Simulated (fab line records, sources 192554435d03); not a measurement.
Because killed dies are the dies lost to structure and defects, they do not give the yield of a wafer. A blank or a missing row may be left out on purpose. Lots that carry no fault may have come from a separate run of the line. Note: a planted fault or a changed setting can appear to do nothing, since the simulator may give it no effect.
2 desks looking at one fault + flow n5-finfet + each desk holds nothing but its own numbers, with what lay behind them at the end

== TOOL OWNER'S DESK, implanter-02 ==
The tool's own readings at N5_MOL_CONTACT_COAG_IMPLANT_129: means of the sampled wafers that have a number, for each lot that ran on this tool. Any lot whose mean is over 4 standard deviations away from the usual mean is out of limits and marked OUT; that distance is given in the brackets.
Columns: A = beam-energy-keV at N5_MOL_CONTACT_COAG_IMPLANT_129, usual 3.0001; B = end-station-pressure-torr at N5_MOL_CONTACT_COAG_IMPLANT_129, usual 5.83e-06 Torr
| lot  | first seen here | A                        | B                  |
|------|-----------------|--------------------------|--------------------|
| L168 | day 5 22:55     | 2.9994                   | 6.02e-06           |
| L169 | day 6 02:53     | 2.9996                   | 5.43e-06           |
| L172 | day 6 22:33     | 1.4646 (-99 or more) OUT | 1.08e-05 (+17) OUT |
| L174 | day 7 16:55     | 1.4636 (-99 or more) OUT | 1.05e-05 (+16) OUT |
| L185 | day 10 04:07    | 3.0000                   | 6.20e-06           |
| L186 | day 10 10:37    | 3.0002                   | 6.01e-06           |
Finding of this desk: L172, L174 out of limits; the first was L172 at day 6 22:33, on beam-energy-keV at N5_MOL_CONTACT_COAG_IMPLANT_129. L168, L169, L185, L186 stayed within limits.

== METROLOGY DESK ==
Lot by lot, what the gauges showed, no matter which tool ran the lot: averages of those sampled wafers that carry a number. Any lot whose mean is over 4 standard deviations away from the usual mean is out of limits and marked OUT; that distance is given in the brackets. Readings shown: 7 of its 14, picked as those furthest out on some lot.
Columns: A = DIBL_N at N5_BEOL_M4_RC_MEAS_101, usual 36.5 mV/V; B = DIBL_P at N5_BEOL_M4_RC_MEAS_101, usual 36.9 mV/V; C = IOFF_N at N5_BEOL_M4_RC_MEAS_101, usual 0.17 nA/um; D = RC_DENSE_N at N5_BEOL_M4_RC_MEAS_101, usual 18.9 ohm.um; E = RC_DENSE_P at N5_BEOL_M4_RC_MEAS_101, usual 23.7 ohm.um; F = RC_N at N5_BEOL_M4_RC_MEAS_101, usual 15.4 ohm.um; G = RC_P at N5_BEOL_M4_RC_MEAS_101, usual 19.3 ohm.um
| lot  | first seen here | A    | B    | C    | D    | E    | F    | G    |
|------|-----------------|------|------|------|------|------|------|------|
| L164 | day 9 04:32     | 35.9 | 36.2 | 0.15 | 19.3 | 24.2 | 15.6 | 19.6 |
| L165 | day 9 11:28     | 35.6 | 36.6 | 0.13 | 19.1 | 23.8 | 15.6 | 19.3 |
| L168 | day 9 15:44     | 35.8 | 37.0 | 0.17 | 19.3 | 24.3 | 15.8 | 20.0 |
| L169 | day 9 21:05     | 35.9 | 37.1 | 0.17 | 19.5 | 24.5 | 15.8 | 20.0 |
| L172 | day 10 18:16    | 40.2 | 40.1 | 0.24 | 20.6 | 25.9 | 16.9 | 21.2 |
| L175 | day 11 18:34    | 35.3 | 36.4 | 0.17 | 19.2 | 24.1 | 15.8 | 19.7 |
| L174 | day 11 20:53    | 36.2 | 35.3 | 0.15 | 20.3 | 25.2 | 16.6 | 20.6 |
| L185 | day 14 05:49    | 37.1 | 37.9 | 0.16 | 18.8 | 23.4 | 15.2 | 19.1 |
| L184 | day 14 06:13    | 37.0 | 35.8 | 0.14 | 19.7 | 24.4 | 16.1 | 20.0 |
| L186 | day 15 04:48    | 41.2 | 43.5 | 0.26 | 18.6 | 23.1 | 15.1 | 18.9 |
Result from this desk: across the 10 lots, nothing is out of limits.

== TAKEN TOGETHER ==
At day 6 22:33, on L172, L174, the tool owner's desk was in a position to raise an alarm.
The metrology desk saw nothing out of limits.
The metrology desk holds a record of L172, L174, inside its limits.
All the named lots went through N5_MOL_CONTACT_COAG_IMPLANT_129 on implanter-02.

== WHAT HAD BEEN PUT IN BY THE SIMULATOR ==
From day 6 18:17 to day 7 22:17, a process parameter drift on implanter-02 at N5_MOL_CONTACT_COAG_IMPLANT_129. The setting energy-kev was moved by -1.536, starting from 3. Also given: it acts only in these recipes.
Shown lots that were struck: L172, L174.
How many hours passed from the start of the fault until each desk's first out-of-limits reading: the tool owner's desk, 4.
